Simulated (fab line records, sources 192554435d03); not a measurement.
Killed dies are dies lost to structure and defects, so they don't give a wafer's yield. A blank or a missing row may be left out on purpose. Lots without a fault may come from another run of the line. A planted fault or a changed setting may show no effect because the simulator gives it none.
Chamber matching | flow n5_finfet | N5_SDB_STRIP_21 on rie_diel-04: 4 sister chambers
The step strips in CF4. 16 wafers are shown with their chamber, then 8 later ones without.

WAFERS WITH THEIR CHAMBER
wafer  | chamber | drypump_motor_current_A (A) | showerhead_plenum_p_Torr (Torr) | throttle_valve_pct (%)
L075.2 | 0       | 6.0                         | 1.73                            | 13.42
L075.5 | 2       | 5.5                         | 1.74                            | 13.17
L075.6 | 1       | 6.6                         | 1.86                            | 13.64
L076.3 | 2       | 5.5                         | 1.74                            | 13.20
L076.4 | 0       | 6.0                         | 1.73                            | 13.44
L076.5 | 3       | 6.3                         | 1.85                            | 13.46
L078.1 | 3       | 6.3                         | 1.85                            | 13.47
L078.4 | 2       | 5.5                         | 1.74                            | 13.16
L078.6 | 2       | 5.5                         | 1.74                            | 13.19
L082.3 | 0       | 6.0                         | 1.73                            | 13.46
L082.5 | 3       | 6.4                         | 1.85                            | 13.48
L082.6 | 0       | 6.0                         | 1.73                            | 13.46
L083.3 | 0       | 6.0                         | 1.73                            | 13.46
L083.4 | 2       | 5.5                         | 1.73                            | 13.22
L083.6 | 1       | 6.6                         | 1.85                            | 13.66
L085.2 | 3       | 6.3                         | 1.84                            | 13.51

SIGNATURES (means of the wafers above)
reading                  | chamber 0 | chamber 1 | chamber 2 | chamber 3 | scatter within a chamber
drypump_motor_current_A  | 6.000     | 6.600     | 5.500     | 6.325     | 0.025
showerhead_plenum_p_Torr | 1.7300    | 1.8550    | 1.7380    | 1.8475    | 0.00413
throttle_valve_pct       | 13.4480   | 13.6500   | 13.1880   | 13.4800   | 0.0207
Rule: a wafer's distance from a chamber is the root of the sum, over the readings, of the square of ((its reading less the chamber's mean) divided by the reading's scatter). The wafer belongs to the nearest chamber; if the next one is less than 2 further off, it can't be placed. The scatter: the root of (the sum of the squares of (reading less its chamber's mean) over the shown wafers, divided by (wafers less chambers)).

WAFERS WITHOUT THEIR CHAMBER
wafer  | drypump_motor_current_A (A) | showerhead_plenum_p_Torr (Torr) | throttle_valve_pct (%)
L085.3 | 6.6                         | 1.85                            | 13.68
L085.6 | 6.0                         | 1.73                            | 13.46
L093.4 | 6.6                         | 1.85                            | 13.72
L093.5 | 6.3                         | 1.84                            | 13.53
L093.6 | 5.5                         | 1.73                            | 13.26
L095.2 | 6.3                         | 1.84                            | 13.56
L095.5 | 5.5                         | 1.73                            | 13.26
L095.6 | 6.6                         | 1.85                            | 13.73

WHICH CHAMBER EACH WENT THROUGH
wafer  | from the rows above | in truth
L085.3 | 1                   | 1
L085.6 | 0                   | 0
L093.4 | 1                   | 1
L093.5 | 3                   | 3
L093.6 | 2                   | 2
L095.2 | 3                   | 3
L095.5 | 2                   | 2
L095.6 | 1                   | 1
Placed correctly: 8 of 8. Can't be placed from these rows: 0. Placed wrongly: 0.
